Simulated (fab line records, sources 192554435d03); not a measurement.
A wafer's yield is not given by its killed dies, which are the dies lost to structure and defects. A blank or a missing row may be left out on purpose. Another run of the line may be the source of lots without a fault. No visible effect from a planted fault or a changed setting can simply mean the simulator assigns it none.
fab line records	flow n5_finfet	part 1 of 2: steps 1 to 4 of 6
record lots=21	wafers=63	last_day=22
route steps=1938 shown MOL_CONTACT_COAG@580 BEOL_M0_SAQP@651
lots untouched by any fault: they come from a run of this same line in which no faults occurred
start_h: the number of hours between the record's first day and the start of the first shown wafer of the lot	wait_h: hours since the lot's step before	" the same as in the row above	L1.1+2: one row covering several wafers at once	- no value, or no start was given	* or withheld: withheld	< > ~ a bound
route shown NAME@n: a module of which the file shows steps, and the number in the route of the first	usual: mean and standard deviation over wafers with no fault	same: alike in all rows	chamber/n: place in a boat	sites: readings site by site	_std_site: the standard deviation of these	_edge_site: mean of outer sites minus mean of inner sites	radius_mm: how far each site lies from the wafer's centre	mask NAME#n: copy n	behind: tool/chamber where the wafer was last shaped	hold: reason for holding the lot/hours on hold/outcome of the hold	device: the n, p or np transistor that did not switch	end of line: the route-end tests of the same wafers	step lacking rows: just its recipe	killed: count of dies lost to structure and defects at first sort (not the wafer's yield)	map: a wafer's dies, x killed, . not, _ none there
set.NAME: the setting that was run; set.NAME@STEP: the one run at that earlier step	model.NAME: the simulator's own value behind a step, which no gauge read
the route's steps for a sample of lots (tables are steps, rows are wafers)
services: the hour from which a tool's chamber was out of use, counted from the record's first day as start_h (under 0 if before that day), plus the number of hours and why
## steps
# step N5_MOL_CONTACT_COAG_ETCHBACK_132
# recipe chemistry=CHF3	target=SiO2	target_depth_a=100	time_s=6.7	ion_energy_ev=200	pressure_mtorr=30	source_w=610	bias_w=170	Ar_flow_sccm=200	CHF3_flow_sccm=50
# usual bias_w=170.0/0.53	drypump_motor_current_A=5.7/0.45	oes_product_au=0.77/0.1	rf_vpp_V=524/5	showerhead_plenum_p_Torr=2.39/0.085	throttle_valve_pct=18.81/0.14
lot.wafer	tool	chamber	start_h	wait_h	bias_w	drypump_motor_current_A	oes_product_au	rf_hours_counter_h	rf_vpp_V	showerhead_plenum_p_Torr	throttle_valve_pct
L074.1	rie_diel-04	3	100.64	0.1	170.0	5.1	0.72	205	526	2.45	18.83
L074.3	"	2	"	"	170.5	5.2	0.73	181	519	2.37	18.82
L074.5	"	0	"	"	170.6	6.1	0.70	-	521	2.25	18.86
L075.2	rie_diel-04	2	109.97	0.1	169.9	5.2	0.72	185	519	2.37	18.80
L075.4	"	0	"	"	170.1	6.1	0.68	234	521	2.25	18.87
L075.5	"	1	"	"	169.5	5.6	0.96	-	524	2.33	18.80
L076.4	rie_diel-04	1	113.41	0.1	169.8	5.6	0.95	16	524	2.33	18.80
L076.5	"	3	"	"	169.2	5.1	0.72	-	526	2.45	18.83
L076.6	"	2	"	"	170.4	5.1	0.72	-	520	2.37	18.81
L077.1	rie_diel-04	0	117.04	0.2	169.5	6.1	0.70	236	520	2.25	18.88
L077.4	"	2	"	"	170.8	5.2	0.72	188	519	2.37	18.80
L077.6	"	3	"	"	171.0	5.1	0.72	-	527	2.45	18.86
L078.4	rie_diel-02	3	121.93	0.1	169.9	5.6	0.79	124	523	2.30	18.86
L078.5	"	3	"	"	169.6	5.6	0.78	-	522	2.30	18.85
L078.6	"	2	"	"	169.5	5.7	0.82	-	534	2.50	18.75
L079.1	rie_diel-05	1	131.56	0.3	169.3	5.4	0.68	240	515	2.26	18.84
L079.3	"	3	"	"	169.7	6.6	0.72	172	522	2.47	18.81
L079.4	"	3	"	"	170.2	6.6	0.72	-	521	2.47	18.81
L080.3	rie_diel-05	1	134.28	0.1	169.8	5.4	0.67	241	516	2.26	18.85
L080.4	"	2	"	"	170.7	5.8	0.70	-	519	2.46	19.12
L080.5	"	1	"	"	169.4	5.4	0.67	-	515	2.26	18.84
L081.1	rie_diel-04	2	140.15	0.2	169.6	5.2	0.71	196	519	2.36	18.82
L081.2	"	0	"	"	169.6	6.1	0.69	244	521	2.25	18.88
L081.4	"	1	"	"	169.8	5.5	0.92	26	522	2.33	18.81
L083.2	rie_diel-05	3	159.37	0.1	169.7	6.5	0.70	184	521	2.46	18.84
L083.3	"	0	"	"	171.0	6.3	0.94	9	537	2.43	18.59
L083.4	"	0	"	"	171.0	6.3	0.95	-	537	2.43	18.60
L084.4	rie_diel-04	1	159.61	0.2	169.8	5.6	0.91	-	523	2.33	18.83
L084.5	"	3	"	"	170.2	5.1	0.70	-	527	2.44	18.87
L084.6	"	2	"	"	169.4	5.1	0.70	-	520	2.36	18.83
L085.1	rie_diel-05	0	166.58	0.1	169.7	6.3	0.94	12	537	2.43	18.60
L085.2	"	3	"	"	170.5	6.5	0.71	187	522	2.46	18.85
L085.6	"	3	"	"	170.1	6.5	0.71	-	522	2.46	18.84
L086.3	rie_diel-02	3	171.92	0.1	170.1	5.6	0.77	143	522	2.29	18.88
L086.5	"	0	"	"	170.7	5.6	0.72	-	528	2.28	18.70
L086.6	"	1	"	"	169.6	5.8	0.75	-	523	2.47	18.71
L087.2	rie_diel-04	0	179.71	0.1	170.2	6.1	1.00	1	529	2.53	18.50
L087.4	"	1	"	"	170.1	5.6	0.89	42	526	2.32	18.83
L087.6	"	1	"	"	170.3	5.6	0.90	-	524	2.32	18.84
L088.2	rie_diel-04	3	181.48	0.1	169.6	5.1	0.70	237	526	2.44	18.90
L088.5	"	2	"	"	170.0	5.2	0.70	-	520	2.36	18.85
L088.6	"	3	"	"	169.3	5.1	0.69	-	524	2.44	18.90
L089.1	rie_diel-04	3	188.67	0.1	170.3	5.1	0.70	239	525	2.43	18.90
L089.2	"	2	"	"	169.9	5.2	0.69	215	519	2.36	18.86
L089.3	"	1	"	"	170.4	5.5	0.89	45	524	2.32	18.84
L090.3	rie_diel-04	3	195.36	0.1	170.6	5.1	0.69	243	526	2.43	18.90
L090.5	"	2	"	"	170.1	5.1	0.70	-	521	2.35	18.85
L090.6	"	1	"	"	170.9	5.5	0.89	-	523	2.32	18.85
L091.1	rie_diel-02	2	200.19	0.1	169.8	5.7	0.79	104	532	2.49	18.79
L091.2	"	3	"	"	168.9	5.7	0.76	153	521	2.29	18.92
L091.3	"	1	"	"	170.2	5.8	0.73	174	523	2.47	18.72
L092.1	rie_diel-05	2	208.09	0.1	169.5	5.7	0.69	233	519	2.45	19.16
L092.2	"	1	"	"	169.2	5.4	0.93	11	521	2.54	18.47
L092.5	"	2	"	"	169.7	5.8	0.69	-	518	2.45	19.16
L093.1	rie_diel-02	0	211.33	0.1	170.8	5.6	0.70	203	526	2.27	18.72
L093.4	"	1	"	"	168.2	5.8	0.73	177	523	2.46	18.73
L093.5	"	3	"	"	169.5	5.6	0.75	-	521	2.28	18.90
L094.1	rie_diel-04	1	216.43	0.1	170.1	5.5	0.87	56	524	2.32	18.85
L094.5	"	0	"	"	170.1	6.1	0.93	-	529	2.52	18.53
L094.6	"	1	"	"	170.2	5.5	0.87	-	524	2.32	18.85
L095.4	rie_diel-04	0	223.23	0.1	168.9	6.1	0.93	-	530	2.52	18.53
L095.5	"	2	"	"	169.8	5.1	0.68	-	520	2.35	18.87
L095.6	"	1	"	"	170.1	5.6	0.87	-	523	2.32	18.86
# step N5_MOL_CONTACT_COAG_ETCH_91
# recipe chemistry=N2/H2	target=SOC	target_depth_a=600	overetch_a=210	mask_material=SiARC	temp_c=40	time_s=101.2	ion_energy_ev=200	pressure_mtorr=30	source_w=840	bias_w=150	n2_flow_sccm=200	h2_flow_sccm=200
# usual bias_w=150.0/0.46	drypump_motor_current_A=5.7/0.45	oes_product_au=0.65/0.081	rf_vpp_V=524.3/2.9	showerhead_plenum_p_Torr=2.56/0.096	throttle_valve_pct=17.93/0.14
lot.wafer	tool	chamber	start_h	wait_h	bias_w	drypump_motor_current_A	oes_product_au	rf_hours_counter_h	rf_vpp_V	showerhead_plenum_p_Torr	throttle_valve_pct
L074.1	rie_diel-04	3	100.67	0.0	149.7	5.1	0.60	205	525.9	2.62	18.06
L074.3	"	2	"	"	150.7	5.2	0.60	181	524.4	2.52	17.79
L074.5	"	0	"	"	150.7	6.2	0.59	-	520.3	2.41	18.06
L075.2	rie_diel-04	2	110.00	0.0	150.7	5.2	0.60	185	524.2	2.52	17.79
L075.4	"	0	"	"	150.1	6.1	0.57	234	519.5	2.41	18.06
L075.5	"	1	"	"	150.4	5.5	0.79	-	522.9	2.49	17.90
L076.4	rie_diel-04	1	113.44	0.0	149.3	5.6	0.79	16	522.6	2.49	17.91
L076.5	"	3	"	"	150.3	5.2	0.60	-	525.2	2.62	18.09
L076.6	"	2	"	"	150.2	5.1	0.60	-	522.9	2.52	17.79
L077.1	rie_diel-04	0	117.07	0.0	150.1	6.1	0.58	236	520.0	2.41	18.05
L077.4	"	2	"	"	149.8	5.2	0.61	188	522.8	2.52	17.79
L077.6	"	3	"	"	149.7	5.1	0.60	-	524.9	2.62	18.10
L078.4	rie_diel-02	3	121.96	0.0	149.9	5.6	0.67	125	521.1	2.45	17.96
L078.5	"	3	"	"	150.5	5.6	0.66	-	520.5	2.45	17.96
L078.6	"	2	"	"	148.9	5.7	0.70	-	527.5	2.69	17.97
L079.1	rie_diel-05	1	131.59	0.0	149.5	5.4	0.57	240	518.7	2.41	18.11
L079.3	"	3	"	"	149.6	6.6	0.61	172	526.3	2.64	17.89
L079.4	"	3	"	"	150.2	6.6	0.60	-	527.0	2.64	17.89
L080.3	rie_diel-05	1	134.32	0.0	150.0	5.4	0.57	241	520.2	2.41	18.10
L080.4	"	2	"	"	150.2	5.8	0.59	-	527.5	2.62	18.11
L080.5	"	1	"	"	150.2	5.4	0.58	-	520.9	2.41	18.11
L081.1	rie_diel-04	2	140.19	0.0	149.5	5.2	0.59	196	524.0	2.51	17.80
L081.2	"	0	"	"	149.4	6.1	0.57	244	519.6	2.41	18.06
L081.4	"	1	"	"	149.5	5.6	0.77	26	523.0	2.49	17.91
L083.2	rie_diel-05	3	159.40	0.0	149.6	6.6	0.60	184	526.3	2.63	17.91
L083.3	"	0	"	"	149.5	6.3	0.79	9	525.6	2.61	17.84
L083.4	"	0	"	"	149.8	6.3	0.79	-	526.6	2.61	17.85
L084.4	rie_diel-04	1	159.66	0.0	149.8	5.6	0.77	-	521.5	2.49	17.92
L084.5	"	3	"	"	149.8	5.1	0.59	-	526.9	2.61	18.12
L084.6	"	2	"	"	150.8	5.1	0.59	-	522.4	2.51	17.83
L085.1	rie_diel-05	0	166.62	0.0	149.6	6.3	0.78	12	526.0	2.61	17.86
L085.2	"	3	"	"	150.3	6.6	0.60	187	526.0	2.63	17.89
L085.6	"	3	"	"	150.4	6.6	0.60	-	525.8	2.63	17.89
L086.3	rie_diel-02	3	171.96	0.0	150.5	5.6	0.65	143	521.9	2.44	18.00
L086.5	"	0	"	"	149.5	5.6	0.60	-	520.0	2.43	17.73
L086.6	"	1	"	"	149.9	5.8	0.63	-	527.4	2.64	17.82
L087.2	rie_diel-04	0	179.75	0.0	149.3	6.1	0.82	1	529.0	2.72	17.68
L087.4	"	1	"	"	149.9	5.6	0.75	42	522.3	2.48	17.95
L087.6	"	1	"	"	149.8	5.6	0.75	-	523.2	2.48	17.95
L088.2	rie_diel-04	3	181.52	0.0	150.0	5.0	0.59	237	526.2	2.61	18.12
L088.5	"	2	"	"	150.8	5.2	0.59	-	522.7	2.51	17.84
L088.6	"	3	"	"	149.9	5.1	0.58	-	526.8	2.61	18.13
L089.1	rie_diel-04	3	188.71	0.0	150.0	5.1	0.59	239	524.4	2.61	18.14
L089.2	"	2	"	"	149.4	5.2	0.59	215	524.0	2.50	17.84
L089.3	"	1	"	"	149.7	5.6	0.74	45	522.7	2.48	17.96
L090.3	rie_diel-04	3	195.40	0.0	150.5	5.1	0.58	243	526.0	2.60	18.14
L090.5	"	2	"	"	149.9	5.2	0.59	-	522.6	2.50	17.85
L090.6	"	1	"	"	150.6	5.5	0.74	-	522.8	2.48	17.97
L091.1	rie_diel-02	2	200.23	0.0	149.7	5.7	0.67	104	528.3	2.68	18.01
L091.2	"	3	"	"	150.1	5.6	0.65	153	522.7	2.44	18.01
L091.3	"	1	"	"	149.8	5.8	0.62	175	528.4	2.64	17.81
L092.1	rie_diel-05	2	208.12	0.0	149.9	5.8	0.58	233	525.6	2.61	18.14
L092.2	"	1	"	"	149.4	5.4	0.77	11	528.7	2.73	17.71
L092.5	"	2	"	"	148.9	5.8	0.58	-	525.6	2.61	18.14
L093.1	rie_diel-02	0	211.37	0.0	150.5	5.6	0.59	203	519.4	2.42	17.76
L093.4	"	1	"	"	148.8	5.8	0.61	177	526.6	2.64	17.83
L093.5	"	3	"	"	149.9	5.7	0.64	-	520.4	2.44	18.02
L094.1	rie_diel-04	1	216.46	0.0	149.3	5.6	0.74	56	521.9	2.48	17.98
L094.5	"	0	"	"	150.4	6.1	0.77	-	527.8	2.72	17.68
L094.6	"	1	"	"	149.8	5.6	0.73	-	521.6	2.48	17.98
L095.4	rie_diel-04	0	223.29	0.0	150.0	6.1	0.77	-	528.4	2.72	17.71
L095.5	"	2	"	"	149.6	5.2	0.58	-	522.9	2.50	17.87
L095.6	"	1	"	"	150.0	5.6	0.72	-	523.1	2.48	17.98
# step N5_BEOL_M0_SAQP_INSPECT_16
# recipe mode=adi	inspect_instrument=brightfield
# usual raw_defect_count=470/110
lot.wafer	tool	chamber	start_h	wait_h	raw_defect_count
L074.1	defect_inspect-02	-	110.37	0.0	509
L074.3	"	-	"	"	622
L074.5	"	-	"	"	488
L075.2	defect_inspect-02	-	117.74	0.0	438
L075.4	"	-	"	"	497
L075.5	"	-	"	"	506
L076.4	defect_inspect-02	-	122.54	0.0	665
L076.5	"	-	"	"	703
L076.6	"	-	"	"	518
L077.1	defect_inspect-01	-	124.22	0.0	638
L077.4	"	-	"	"	533
L077.6	"	-	"	"	530
L078.4	defect_inspect-01	-	129.41	0.0	563
L078.5	"	-	"	"	338
L078.6	"	-	"	"	347
L079.1	defect_inspect-01	-	140.04	0.0	559
L079.3	"	-	"	"	586
L079.4	"	-	"	"	401
L080.3	defect_inspect-02	-	143.39	0.0	470
L080.4	"	-	"	"	452
L080.5	"	-	"	"	625
L081.1	defect_inspect-01	-	148.17	0.0	361
L081.2	"	-	"	"	389
L081.4	"	-	"	"	307
L083.2	defect_inspect-02	-	166.66	0.0	523
L083.3	"	-	"	"	508
L083.4	"	-	"	"	420
L084.4	defect_inspect-01	-	170.81	0.0	424
L084.5	"	-	"	"	385
L084.6	"	-	"	"	405
L085.1	defect_inspect-01	-	174.61	0.0	620
L085.2	"	-	"	"	500
L085.6	"	-	"	"	673
L086.3	defect_inspect-02	-	180.55	0.0	347
L086.5	"	-	"	"	248
L086.6	"	-	"	"	265
L087.2	defect_inspect-02	-	188.10	0.0	419
L087.4	"	-	"	"	621
L087.6	"	-	"	"	578
L088.2	defect_inspect-02	-	191.55	0.0	434
L088.5	"	-	"	"	513
L088.6	"	-	"	"	529
L089.1	defect_inspect-01	-	196.81	0.0	543
L089.2	"	-	"	"	368
L089.3	"	-	"	"	510
L090.3	defect_inspect-02	-	204.14	0.0	492
L090.5	"	-	"	"	415
L090.6	"	-	"	"	618
L091.1	defect_inspect-01	-	207.85	0.0	441
L091.2	"	-	"	"	394
L091.3	"	-	"	"	412
L092.1	defect_inspect-01	-	216.55	0.0	256
L092.2	"	-	"	"	388
L092.5	"	-	"	"	282
L093.1	defect_inspect-01	-	218.88	0.0	431
L093.4	"	-	"	"	584
L093.5	"	-	"	"	591
L094.1	defect_inspect-02	-	223.47	0.0	387
L094.5	"	-	"	"	439
L094.6	"	-	"	"	434
L095.4	defect_inspect-02	-	231.79	0.0	389
L095.5	"	-	"	"	350
L095.6	"	-	"	"	347
# step N5_BEOL_M0_SAQP_STRIP_108
# recipe chemistry=N2/H2	power_w=500	temp_c=40	pressure_mtorr=50	rf_frequency_hz=6e+07	overash_fraction=0.3	bias_power_w=28	h2_frac=0.5	n2_flow_sccm=300	h2_flow_sccm=300
# usual bias_power_w=28.00/0.088	drypump_motor_current_A=5.9/0.38	oes_product_au=0.82/0.09	rf_vpp_V=121.9/1	showerhead_plenum_p_Torr=3.35/0.1	throttle_valve_pct=18.88/0.29
# same overash_fraction=0.3
lot.wafer	tool	chamber	start_h	wait_h	bias_power_w	drypump_motor_current_A	oes_product_au	rf_hours_counter_h	rf_vpp_V	showerhead_plenum_p_Torr	throttle_valve_pct
L074.1	rie_diel-03	0	113.01	0.0	27.94	6.0	0.92	19	122.6	3.30	18.86
L074.3	"	1	"	"	27.92	5.2	0.71	199	122.3	3.47	18.83
L074.5	"	3	"	"	28.04	6.2	0.83	-	121.5	3.26	18.37
L075.2	rie_diel-03	2	120.37	0.0	27.97	5.9	0.88	34	121.8	3.43	18.93
L075.4	"	0	"	"	28.17	6.0	0.92	21	121.3	3.30	18.87
L075.5	"	2	"	"	28.00	5.9	0.88	-	121.9	3.43	18.94
L076.4	rie_diel-03	2	126.11	0.0	28.05	5.9	0.87	-	122.0	3.43	18.94
L076.5	"	1	"	"	28.07	5.2	0.71	-	123.3	3.46	18.85
L076.6	"	3	"	"	27.87	6.1	0.84	-	121.1	3.26	18.38
L077.1	rie_diel-06	0	127.57	0.0	27.97	6.5	0.79	127	122.4	3.50	19.14
L077.4	"	3	"	"	27.94	5.8	0.71	-	120.5	3.19	18.74
L077.6	"	0	"	"	27.96	6.5	0.80	-	125.0	3.50	19.12
L078.4	rie_diel-01	3	132.16	0.0	28.11	6.0	0.95	-	121.9	3.44	18.64
L078.5	"	2	"	"	27.92	5.7	0.84	-	121.2	3.41	19.19
L078.6	"	1	"	"	28.03	5.6	0.72	-	121.1	3.19	19.54
L079.1	rie_diel-01	2	142.44	0.0	27.93	5.7	0.84	62	122.4	3.41	19.19
L079.3	"	1	"	"	27.90	5.7	0.72	224	121.2	3.19	19.54
L079.4	"	0	"	"	28.12	5.4	0.99	0	122.0	3.31	18.78
L080.3	rie_diel-01	3	146.36	0.0	27.94	6.0	0.94	16	122.9	3.44	18.66
L080.4	"	1	"	"	27.87	5.7	0.72	225	121.2	3.19	19.55
L080.5	"	3	"	"	28.03	6.1	0.93	-	121.5	3.44	18.65
L081.1	rie_diel-03	3	150.75	0.0	28.04	6.2	0.82	86	120.3	3.26	18.39
L081.2	"	2	"	"	28.01	5.9	0.84	44	122.2	3.42	18.96
L081.4	"	1	"	"	27.99	5.2	0.70	212	123.5	3.46	18.86
L083.2	rie_diel-06	0	169.47	0.0	28.05	6.5	0.77	141	122.5	3.50	19.18
L083.3	"	2	"	"	28.04	5.5	0.80	102	121.5	3.39	18.49
L083.4	"	3	"	"	27.98	5.8	0.69	228	120.5	3.19	18.76
L084.4	rie_diel-06	3	173.31	0.0	27.98	5.8	0.69	230	120.6	3.19	18.77
L084.5	"	0	"	"	27.98	6.5	0.78	-	122.4	3.50	19.15
L084.6	"	1	"	"	27.82	6.4	0.97	-	122.7	3.30	18.89
L085.1	rie_diel-01	2	178.24	0.0	27.89	5.7	0.83	71	123.0	3.40	19.22
L085.2	"	3	"	"	28.15	6.1	0.91	27	121.4	3.43	18.69
L085.6	"	0	"	"	28.00	5.4	0.94	-	123.2	3.30	18.81
L086.3	rie_diel-01	3	182.98	0.0	27.93	6.0	0.91	29	124.0	3.43	18.68
L086.5	"	2	"	"	27.94	5.7	0.83	-	122.4	3.40	19.23
L086.6	"	3	"	"	28.00	6.0	0.90	-	122.4	3.43	18.67
L087.2	rie_diel-03	0	190.65	0.0	27.92	6.0	0.88	41	121.2	3.29	18.88
L087.4	"	2	"	"	28.00	5.9	0.83	55	121.7	3.42	18.97
L087.6	"	2	"	"	28.03	5.9	0.83	-	122.2	3.42	18.97
L088.2	rie_diel-06	2	193.95	0.0	28.07	5.6	0.79	110	121.6	3.39	18.51
L088.5	"	0	"	"	27.98	6.5	0.76	-	123.4	3.49	19.16
L088.6	"	1	"	"	27.99	6.3	0.94	-	122.3	3.30	18.88
L089.1	rie_diel-06	2	200.17	0.0	28.05	5.5	0.79	113	123.4	3.39	18.51
L089.2	"	1	"	"	27.97	6.3	0.93	18	121.0	3.30	18.90
L089.3	"	3	"	"	28.16	5.8	0.68	238	119.9	3.18	18.78
L090.3	rie_diel-06	3	206.54	0.0	28.01	5.8	0.68	240	119.9	3.18	18.77
L090.5	"	2	"	"	27.90	5.5	0.80	-	121.7	3.39	18.51
L090.6	"	1	"	"	27.91	6.3	0.93	-	123.1	3.30	18.88
L091.1	rie_diel-03	3	212.13	0.0	28.14	6.2	0.80	104	121.9	3.25	18.45
L091.2	"	2	"	"	27.94	5.9	0.82	63	123.0	3.41	18.99
L091.3	"	0	"	"	27.96	6.0	0.86	48	123.0	3.28	18.90
L092.1	rie_diel-06	0	219.21	0.0	28.01	6.5	0.76	157	120.5	3.49	19.18
L092.2	"	3	"	"	28.02	5.8	0.68	244	121.1	3.18	18.80
L092.5	"	0	"	"	28.05	6.5	0.76	-	123.1	3.49	19.18
L093.1	rie_diel-01	0	221.72	0.0	27.96	5.4	0.91	23	121.8	3.29	18.86
L093.4	"	2	"	"	27.99	5.7	0.81	85	121.1	3.40	19.26
L093.5	"	1	"	"	27.92	5.7	0.71	-	121.0	3.18	19.58
L094.1	rie_diel-03	1	226.15	0.0	27.86	5.2	0.69	236	121.9	3.45	18.90
L094.5	"	1	"	"	27.82	5.2	0.69	-	121.6	3.45	18.88
L094.6	"	2	"	"	27.96	5.9	0.83	-	120.6	3.41	19.00
L095.4	rie_diel-03	0	234.19	0.0	28.02	6.0	0.85	56	121.3	3.28	18.90
L095.5	"	1	"	"	28.00	5.2	0.69	-	122.6	3.44	18.90
L095.6	"	0	"	"	28.03	6.0	0.86	-	120.2	3.28	18.93
